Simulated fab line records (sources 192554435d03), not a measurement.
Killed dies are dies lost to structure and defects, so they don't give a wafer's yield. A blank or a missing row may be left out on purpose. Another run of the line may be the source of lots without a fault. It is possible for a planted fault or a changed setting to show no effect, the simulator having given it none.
A single fault, viewed from 2 desks / flow n5Finfet / each desk holds nothing but its own numbers, with what lay behind them at the end

## FOR THE TOOL OWNER'S DESK: pecvd-04
The tool's own readings at N5_BEOL_M0_SAQP_PECVD_96 (deposits a-Si from SiH4/He, target thk 45 nm, time 45.2 s): means of the sampled wafers that have a number, for each lot that ran on this tool. The brackets show how far a lot's mean lies from the usual mean; more than 4 standard deviations puts the lot out of limits, marked OUT.
Columns: A = heaterPowerW at N5_BEOL_M0_SAQP_PECVD_96, usual 607 W; B = showerheadPlenumPTorr at N5_BEOL_M0_SAQP_PECVD_96, usual 5.66 Torr; C = susceptorTempC at N5_BEOL_M0_SAQP_PECVD_96, usual 349.97 C; D = throttleValvePct at N5_BEOL_M0_SAQP_PECVD_96, usual 18.2 %
lot=L947; first seen here=day 6 19:54; A=582; B=5.69; C=349.80; D=19.4
lot=L956; first seen here=day 9 00:34; A=543; B=5.68; C=349.94; D=18.9
lot=L959; first seen here=day 9 20:29; A=572; B=5.69; C=350.09; D=19.2
Finding of this desk: none of the 3 lots has anything out of limits.

## METROLOGY DESK
Lot by lot, what the gauges showed, no matter which tool ran the lot: averages of those sampled wafers that carry a number. The brackets show how far a lot's mean lies from the usual mean; more than 4 standard deviations puts the lot out of limits, marked OUT. Of its 10 readings 7 are shown: those that lie furthest out on some lot.
Columns: A = DIBL_P at N5_BEOL_M4_RC_MEAS_101, usual 37.5 mV/V; B = IOFF_P at N5_BEOL_M4_RC_MEAS_101, usual 0.24 nA/um; C = ION_N at N5_BEOL_M4_RC_MEAS_101, usual 681 uA/um; D = ION_P at N5_BEOL_M4_RC_MEAS_101, usual 469 uA/um; E = SS_N at N5_BEOL_M4_RC_MEAS_101, usual 71.7 mV/dec; F = SS_P at N5_BEOL_M4_RC_MEAS_101, usual 73.6 mV/dec; G = VT_P at N5_BEOL_M4_RC_MEAS_101, usual -248 mV
lot=L944; first seen here=day 8 19:02; A=40.6; B=0.29; C=686; D=476; E=72.7; F=74.5; G=-244
lot=L946; first seen here=day 8 21:31; A=38.2; B=0.28; C=681; D=476; E=72.2; F=74.0; G=-244
lot=L947; first seen here=day 9 13:37; A=37.0; B=0.30; C=686; D=480; E=71.5; F=74.2; G=-243
lot=L949; first seen here=day 9 15:11; A=35.6; B=0.20; C=674; D=463; E=71.2; F=73.5; G=-252
lot=L956; first seen here=day 11 14:37; A=36.8; B=0.24; C=671; D=464; E=72.1; F=74.0; G=-249
lot=L959; first seen here=day 12 05:27; A=37.0; B=0.21; C=661; D=457; E=71.3; F=73.5; G=-251
lot=L960; first seen here=day 12 23:43; A=38.0; B=0.20; C=679; D=458; E=71.5; F=73.4; G=-253
lot=L964; first seen here=day 13 07:25; A=36.3; B=0.23; C=684; D=468; E=71.5; F=73.4; G=-249
lot=L965; first seen here=day 13 10:23; A=37.5; B=0.24; C=676; D=465; E=72.2; F=73.3; G=-248
Finding of this desk: none of the 9 lots has anything out of limits.

## TAKEN TOGETHER
Nothing out of limits was seen by the tool owner's desk.
Nothing out of limits was seen by the metrology desk.

## WHAT THE SIMULATOR HAD PUT IN
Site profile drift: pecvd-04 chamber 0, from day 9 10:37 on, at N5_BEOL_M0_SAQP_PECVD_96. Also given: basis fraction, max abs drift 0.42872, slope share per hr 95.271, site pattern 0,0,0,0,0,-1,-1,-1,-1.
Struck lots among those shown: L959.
